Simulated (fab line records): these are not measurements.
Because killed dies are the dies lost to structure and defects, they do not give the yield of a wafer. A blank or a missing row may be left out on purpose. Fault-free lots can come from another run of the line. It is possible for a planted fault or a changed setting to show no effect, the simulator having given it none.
Matching of chambers + flow nandHarc + NHARC_A_CONTACT_ETCH_110 on rieDiel-13: 4 sister chambers
The step etches the open film in CF4/O2, target depth 60 nm, overetch 6 nm, time 33 s. 24 wafers are shown with their chamber, then 12 later ones without.

== WAFERS WITH THEIR CHAMBER ==
| wafer  | chamber | drypumpMotorCurrentA (A) | showerheadPlenumPTorr (Torr) | oesProductAu (a.u.) |
|--------|---------|--------------------------|------------------------------|---------------------|
| L078.1 | 2       | 6.0                      | 1.39                         | 1.022               |
| L078.4 | 3       | 5.2                      | 1.37                         | 1.005               |
| L078.5 | 0       | 5.8                      | 1.33                         | 1.023               |
| L080.2 | 2       | 6.0                      | 1.38                         | 1.014               |
| L080.5 | 2       | 6.0                      | 1.38                         | 1.011               |
| L080.6 | 3       | 5.2                      | 1.37                         | 0.991               |
| L082.1 | 1       | 6.1                      | 1.36                         | 1.013               |
| L082.4 | 3       | 5.2                      | 1.36                         | 0.998               |
| L082.6 | 1       | 6.0                      | 1.36                         | 1.004               |
| L081.1 | 3       | 5.2                      | 1.36                         | 0.996               |
| L081.5 | 1       | 6.1                      | 1.36                         | 1.012               |
| L081.6 | 2       | 6.0                      | 1.38                         | 1.019               |
| L083.2 | 2       | 6.0                      | 1.38                         | 1.015               |
| L083.3 | 3       | 5.1                      | 1.36                         | 0.994               |
| L083.5 | 0       | 5.8                      | 1.33                         | 1.000               |
| L086.1 | 2       | 6.0                      | 1.38                         | 1.025               |
| L086.3 | 3       | 5.2                      | 1.36                         | 1.003               |
| L086.4 | 0       | 5.8                      | 1.33                         | 0.997               |
| L087.4 | 3       | 5.1                      | 1.36                         | 1.004               |
| L087.5 | 1       | 6.1                      | 1.36                         | 1.005               |
| L087.6 | 2       | 6.0                      | 1.38                         | 1.023               |
| L090.1 | 0       | 5.8                      | 1.33                         | 1.013               |
| L090.2 | 3       | 5.2                      | 1.36                         | 1.003               |
| L090.6 | 0       | 5.8                      | 1.33                         | 1.002               |

SIGNATURES, as means of the wafers listed above
| reading               | chamber 0 | chamber 1 | chamber 2 | chamber 3 | scatter within a chamber |
|-----------------------|-----------|-----------|-----------|-----------|--------------------------|
| drypumpMotorCurrentA  | 5.800     | 6.075     | 6.000     | 5.175     | 0.0335                   |
| showerheadPlenumPTorr | 1.3300    | 1.3600    | 1.3814    | 1.3625    | 0.00343                  |
| oesProductAu          | 1.00700   | 1.00850   | 1.01843   | 0.99925   | 0.00666                  |
Rule: a wafer's distance from a chamber is the root of the sum, over the readings, of the square of ((its reading less the chamber's mean) divided by the reading's scatter). The wafer belongs to the nearest chamber; if the next one is less than 2 further off, it can't be placed. The scatter: the root of (the sum of the squares of (reading less its chamber's mean) over the shown wafers, divided by (wafers less chambers)).

== WAFERS WITH NO CHAMBER GIVEN ==
| wafer  | drypumpMotorCurrentA (A) | showerheadPlenumPTorr (Torr) | oesProductAu (a.u.) |
|--------|--------------------------|------------------------------|---------------------|
| L088.2 | 6.1                      | 1.36                         | 1.002               |
| L088.4 | 5.8                      | 1.33                         | 1.004               |
| L088.5 | 5.8                      | 1.33                         | 1.008               |
| L089.2 | 5.8                      | 1.33                         | 1.003               |
| L089.4 | 5.2                      | 1.36                         | 1.001               |
| L089.6 | 6.0                      | 1.38                         | 1.008               |
| L093.3 | 5.8                      | 1.33                         | 1.007               |
| L093.4 | 6.1                      | 1.36                         | 0.983               |
| L093.5 | 6.0                      | 1.38                         | 0.994               |
| L096.1 | 6.0                      | 1.36                         | 0.996               |
| L096.3 | 5.8                      | 1.33                         | 1.001               |
| L096.6 | 6.0                      | 1.38                         | 1.010               |

== THE CHAMBER EACH PASSED THROUGH ==
| wafer  | from the rows above | in truth |
|--------|---------------------|----------|
| L088.2 | 1                   | 1        |
| L088.4 | 0                   | 0        |
| L088.5 | 0                   | 0        |
| L089.2 | 0                   | 0        |
| L089.4 | 3                   | 3        |
| L089.6 | 2                   | 2        |
| L093.3 | 0                   | 0        |
| L093.4 | 1                   | 1        |
| L093.5 | 2                   | 2        |
| L096.1 | 1                   | 1        |
| L096.3 | 0                   | 0        |
| L096.6 | 2                   | 2        |
Placed correctly: 12 of 12. Left unplaced by these rows: 0. Wrongly placed: 0.
